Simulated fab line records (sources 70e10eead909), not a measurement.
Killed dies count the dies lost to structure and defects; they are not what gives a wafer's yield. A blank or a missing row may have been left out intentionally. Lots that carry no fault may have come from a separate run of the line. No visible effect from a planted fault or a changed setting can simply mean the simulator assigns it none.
Matching of chambers + flow nand-harc + NHARC_P_CONTACT_STRIP_28 on rie-diel-07 has 4 sister chambers
The step strips in O2. 16 wafers are shown with their chamber, then 8 later ones without.

## WAFERS WITH THEIR CHAMBER
| wafer  | chamber | drypump-motor-current-A (A) | rf-vpp-V (V) | throttle-valve-pct (%) |
|--------|---------|-----------------------------|--------------|------------------------|
| L146.2 | 2       | 5.1                         | 57.0         | 17.046                 |
| L146.3 | 1       | 5.7                         | 58.5         | 17.046                 |
| L146.5 | 1       | 5.8                         | 58.5         | 17.028                 |
| L148.1 | 2       | 5.1                         | 58.0         | 17.020                 |
| L148.2 | 1       | 5.8                         | 57.7         | 17.049                 |
| L148.3 | 0       | 6.2                         | 58.5         | 17.036                 |
| L149.1 | 3       | 6.5                         | 56.7         | 17.025                 |
| L149.3 | 2       | 5.1                         | 56.9         | 17.039                 |
| L149.4 | 0       | 6.2                         | 56.9         | 17.041                 |
| L157.3 | 2       | 5.0                         | 58.6         | 17.060                 |
| L157.4 | 0       | 6.1                         | 58.0         | 17.030                 |
| L157.6 | 2       | 5.0                         | 56.7         | 17.019                 |
| L158.2 | 0       | 6.2                         | 56.6         | 17.025                 |
| L158.5 | 2       | 5.1                         | 57.7         | 17.032                 |
| L158.6 | 0       | 6.2                         | 57.3         | 17.057                 |
| L160.2 | 0       | 6.2                         | 56.8         | 17.039                 |

SIGNATURES (means of the wafers above)
| reading                 | chamber 0 | chamber 1 | chamber 2 | chamber 3 | scatter within a chamber |
|-------------------------|-----------|-----------|-----------|-----------|--------------------------|
| drypump-motor-current-A | 6.183     | 5.767     | 5.067     | 6.500     | 0.0486                   |
| rf-vpp-V                | 57.350    | 58.233    | 57.483    | 56.700    | 0.707                    |
| throttle-valve-pct      | 17.03800  | 17.04100  | 17.03600  | 17.02500  | 0.0133                   |
Rule: for a wafer and a chamber, the distance is found by dividing, reading by reading, the gap between the wafer's reading and the chamber's mean by the reading's scatter, squaring, summing and taking the root. If the next closest chamber is less than 2 further off than the closest, the wafer can't be placed; otherwise it belongs to the closest. The scatter is the square root of a quotient: the sum, over the shown wafers, of each reading's squared deviation from its chamber's mean, divided by wafers minus chambers.

## WAFERS WITH NO CHAMBER GIVEN
| wafer  | drypump-motor-current-A (A) | rf-vpp-V (V) | throttle-valve-pct (%) |
|--------|-----------------------------|--------------|------------------------|
| L160.4 | 5.8                         | 57.2         | 17.040                 |
| L160.5 | 6.5                         | 57.1         | 17.053                 |
| L162.3 | 5.7                         | 58.4         | 17.034                 |
| L162.4 | 6.2                         | 57.8         | 17.057                 |
| L162.6 | 6.1                         | 56.5         | 17.027                 |
| L164.2 | 6.5                         | 59.6         | 17.031                 |
| L164.5 | 6.5                         | 58.0         | 17.037                 |
| L164.6 | 6.1                         | 57.2         | 17.044                 |

## WHICH CHAMBER EACH WENT THROUGH
| wafer  | from the rows above | in truth |
|--------|---------------------|----------|
| L160.4 | 1                   | 1        |
| L160.5 | 3                   | 3        |
| L162.3 | 1                   | 1        |
| L162.4 | 0                   | 0        |
| L162.6 | 0                   | 0        |
| L164.2 | 3                   | 3        |
| L164.5 | 3                   | 3        |
| L164.6 | 0                   | 0        |
Correctly placed: 8 of 8. Can't be placed from these rows: 0. 0 placed wrongly.
